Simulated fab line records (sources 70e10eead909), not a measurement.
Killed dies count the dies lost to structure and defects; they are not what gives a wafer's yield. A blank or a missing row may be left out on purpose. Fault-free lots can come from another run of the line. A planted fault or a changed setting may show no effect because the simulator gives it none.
What tool caused it? -- flow nand harc -- Sampling: 13 lots, 39 wafers, 2 of 1302 route steps

## WHAT THE GAUGES READ, wafer by wafer
NHARC_A_BLC_CD_MEAS_10: target cd 100 nm. Usual: cd nm reads 100.0 nm (standard deviation 0.61).
lot,measured,on,cd nm (nm),flag
L316,day 23 15:09,cd sem-03,99.8 100.3 99.7,
L317,day 24 14:04,cd sem-02,100.2 100.0 100.7,
L318,day 24 14:32,cd sem-02,101.1 100.2 100.1,
L329,day 28 17:38,cd sem-01,99.8 99.6 100.1,
L331,day 28 22:43,cd sem-02,99.6 99.8 100.4,
L330,day 28 23:31,cd sem-01,99.9 100.4 99.8,
L332,day 29 20:08,cd sem-02,99.1 99.5 98.5,
L335,day 30 11:44,cd sem-03,100.1 100.0 101.0,
L333,day 30 14:02,cd sem-02,100.0 100.6 100.1,
L336,day 30 18:33,cd sem-01,100.3 100.0 100.7,
L337,day 31 10:39,cd sem-02,100.8 99.8 99.8,
L338,day 32 10:30,cd sem-02,99.7 100.0 100.0,
L339,day 32 11:05,cd sem-01,99.7 100.0 99.6,

NHARC_A_BLC_INSPECT_12. Usual: raw defect count reads 82 (standard deviation 38).
lot,measured,on,raw defect count,flag
L316,day 23 15:17,defect inspect-02,75 107 84,
L317,day 24 14:11,defect inspect-02,92 112 115,
L318,day 24 14:39,defect inspect-02,14 19 19,
L329,day 28 17:46,defect inspect-02,75 66 64,
L331,day 28 22:50,defect inspect-01,39 32 29,
L330,day 28 23:38,defect inspect-02,138 142 142,
L332,day 29 20:16,defect inspect-02,114 105 104,
L335,day 30 11:52,defect inspect-02,36 30 33,
L333,day 30 14:10,defect inspect-02,72 87 79,
L336,day 30 18:41,defect inspect-02,87 98 108,
L337,day 31 10:47,defect inspect-01,115 107 96,
L338,day 32 10:38,defect inspect-01,83 101 84,
L339,day 32 11:12,defect inspect-01,101 86 92,

## WHICH TOOL RAN EACH LOT (tool, then ch and the chambers of the sampled wafers, then the start)
Record: no process step prior to these readings.

## WHAT THE TOOLS THEMSELVES READ (means of the sampled wafers that have a number; where no wafer has one, the mark that the record gives instead)
The record holds no such reading with a usual standard deviation.

## THE ANSWER, worked out from the rows above alone
Rule: a lot is off if the mean of its wafers that have a number lies more than 3 standard deviations from the usual mean. Also off: a lot with no number at a reading for which 4 or more lots have one. The other lots that the step has rows for count as sound. After the gauges, taken in route order, come the tools' own readings; for these a lot's mean is taken, as printed above. The first step at which some lot is off is used, and at that step the reading that is off furthest; a lot without a number counts as furthest.
Across all readings shown, no lot is off: no conclusion can be drawn from this.

## WHAT THE SIMULATOR HAD INSERTED
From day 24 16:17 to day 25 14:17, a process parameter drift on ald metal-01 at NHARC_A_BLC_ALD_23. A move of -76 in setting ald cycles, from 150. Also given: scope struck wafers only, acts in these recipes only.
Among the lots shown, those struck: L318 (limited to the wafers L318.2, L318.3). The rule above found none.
